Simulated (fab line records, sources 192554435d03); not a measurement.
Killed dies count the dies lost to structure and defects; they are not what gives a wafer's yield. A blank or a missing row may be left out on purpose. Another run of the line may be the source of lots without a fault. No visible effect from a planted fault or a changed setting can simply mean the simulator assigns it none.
Matching of chambers / flow n5 finfet / N5_BEOL_M2_ETCHBACK_99 on rie diel-03: 4 sister chambers
The step etches SiO2 in CHF3, target depth 5 nm, time 10.4 s. 4 wafers are shown with their chamber, then 11 later ones without.

WAFERS, EACH WITH ITS CHAMBER
wafer=L084.5; chamber=0; showerhead plenum p Torr (Torr)=2.20
wafer=L085.6; chamber=2; showerhead plenum p Torr (Torr)=2.08
wafer=L090.3; chamber=3; showerhead plenum p Torr (Torr)=2.29
wafer=L091.1; chamber=1; showerhead plenum p Torr (Torr)=2.15

WAFERS WITH NO CHAMBER GIVEN
wafer=L091.2; showerhead plenum p Torr (Torr)=2.28
wafer=L091.5; showerhead plenum p Torr (Torr)=2.28
wafer=L093.1; showerhead plenum p Torr (Torr)=2.08
wafer=L093.2; showerhead plenum p Torr (Torr)=2.20
wafer=L093.3; showerhead plenum p Torr (Torr)=2.28
wafer=L096.2; showerhead plenum p Torr (Torr)=2.28
wafer=L096.3; showerhead plenum p Torr (Torr)=2.07
wafer=L096.4; showerhead plenum p Torr (Torr)=2.15
wafer=L097.1; showerhead plenum p Torr (Torr)=2.28
wafer=L097.3; showerhead plenum p Torr (Torr)=2.15
wafer=L097.6; showerhead plenum p Torr (Torr)=2.28

EACH ONE'S CHAMBER
wafer=L091.2; from the rows above=3; in truth=3
wafer=L091.5; from the rows above=3; in truth=3
wafer=L093.1; from the rows above=2; in truth=2
wafer=L093.2; from the rows above=0; in truth=0
wafer=L093.3; from the rows above=3; in truth=3
wafer=L096.2; from the rows above=3; in truth=3
wafer=L096.3; from the rows above=2; in truth=2
wafer=L096.4; from the rows above=1; in truth=1
wafer=L097.1; from the rows above=3; in truth=3
wafer=L097.3; from the rows above=1; in truth=1
wafer=L097.6; from the rows above=3; in truth=3
11 of 11 placed correctly. Not placeable from these rows: 0. Placed wrongly: 0.
How it was worked out, from the rows above alone: a wafer's distance from a chamber is the root of the sum, over the readings, of the square of ((its reading less the chamber's mean) divided by the reading's scatter). The wafer belongs to the nearest chamber; if the next one is less than 2 further off, it can't be placed. For every chamber, the mean is computed from those of its wafers that are shown. The scatter: root of mean squared gap, hidden wafer to nearest shown wafer, with one shown wafer a chamber.
